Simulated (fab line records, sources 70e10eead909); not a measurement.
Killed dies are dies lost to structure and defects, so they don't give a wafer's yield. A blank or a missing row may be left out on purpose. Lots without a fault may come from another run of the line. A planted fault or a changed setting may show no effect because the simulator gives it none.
A struck lot beside a sound one | flow nand_harc | 14 steps out of a route of 1159
Sound: wafers L548.3, L548.5, L548.6. Struck: wafers L562.1, L562.3, L562.6. The cause comes at the end.
At each step with rows: each side's tool, then ch and its chambers, then its first start. Under that, the readings that differ: sound wafers | struck wafers | difference of the means | sigmas: that difference in standard deviations of wafers without a fault.
alike: readings whose means differ by less than 2 such deviations, and words and numbers that are the same on both sides. not compared: withheld readings, readings that some wafer has no value for, bounds like >300 that may hide the same value, and numbers for which the record gives no deviation and whose values overlap.
The two part at a step that has a row with sigmas, a row that says differs or no value, or rows on one side only. Numbers that don't overlap but have no deviation are shown without sigmas and don't part them. A reading that every wafer of one side lacks parts them only if that side has two wafers or more.

first, 1 step without rows for these wafers: NHARC_A_ONON_D1_DEP_12 (target thk 1000 nm).
NHARC_A_ONON_D1_THK_MEAS_14: measures by ellipsometry.
  sound on film_metro-02, day 7 19:10; struck on film_metro-01, day 11 16:03
  alike: thk_nm
then, 2 steps without rows for these wafers: NHARC_A_ONON_D1_ANNEAL_15 (time 3600 s); NHARC_A_ONON_D1_DEP_16 (target thk 1000 nm).
NHARC_A_ONON_D1_THK_MEAS_18: measures by ellipsometry.
  sound on film_metro-02, day 8 03:15; struck on film_metro-01, day 12 02:37
  alike: thk_nm
then, 1 step without rows for these wafers: NHARC_A_ONON_D1_DEP_19 (target thk 1000 nm).
NHARC_A_ONON_D1_THK_MEAS_21: measures by ellipsometry.
  sound on film_metro-02, day 8 03:49; struck on film_metro-02, day 12 03:11
  alike: thk_nm
then, 1 step without rows for these wafers: NHARC_A_ONON_D1_DEP_22 (target thk 1000 nm).
NHARC_A_ONON_D1_THK_MEAS_24: measures by ellipsometry.
  sound on film_metro-02, day 8 04:23; struck on film_metro-02, day 12 03:45
  alike: thk_nm
then, 1 step without rows for these wafers: NHARC_A_ONON_D1_DEP_25 (target thk 1000 nm).
NHARC_A_ONON_D1_THK_MEAS_27: measures by ellipsometry.
  sound on film_metro-01, day 8 04:57; struck on film_metro-02, day 12 04:19
  alike: thk_nm
NHARC_A_ONON_D1_DEP_28: target thk 1000 nm.
  sound on pecvd_onon-03 ch 0, day 8 05:08; struck on pecvd_onon-02 ch 0, day 12 04:23
  alike: sih4_flow_sccm
NHARC_A_ONON_D1_THK_MEAS_30: measures by ellipsometry.
  sound on film_metro-02, day 8 05:31; struck on film_metro-01, day 12 04:53
  reading     | sound        | struck      | difference | sigmas
  thk_nm (nm) | 998 999 1000 | 951 952 953 | -47        | -5
NHARC_A_ONON_D1_DEP_33: deposits SiO2, target thk 200 nm.
  sound on pecvd-04 ch 0,2, day 8 05:38; struck on pecvd-02 ch 0,1, day 12 04:59
  alike: chamber_pressure_Torr, heater_power_w, throttle_valve_pct

WHERE THEY PART
Only at NHARC_A_ONON_D1_THK_MEAS_30, within this record. Later steps at which nothing parts them and some readings are alike: NHARC_A_ONON_D1_DEP_33.

WHY: what the simulator had put in
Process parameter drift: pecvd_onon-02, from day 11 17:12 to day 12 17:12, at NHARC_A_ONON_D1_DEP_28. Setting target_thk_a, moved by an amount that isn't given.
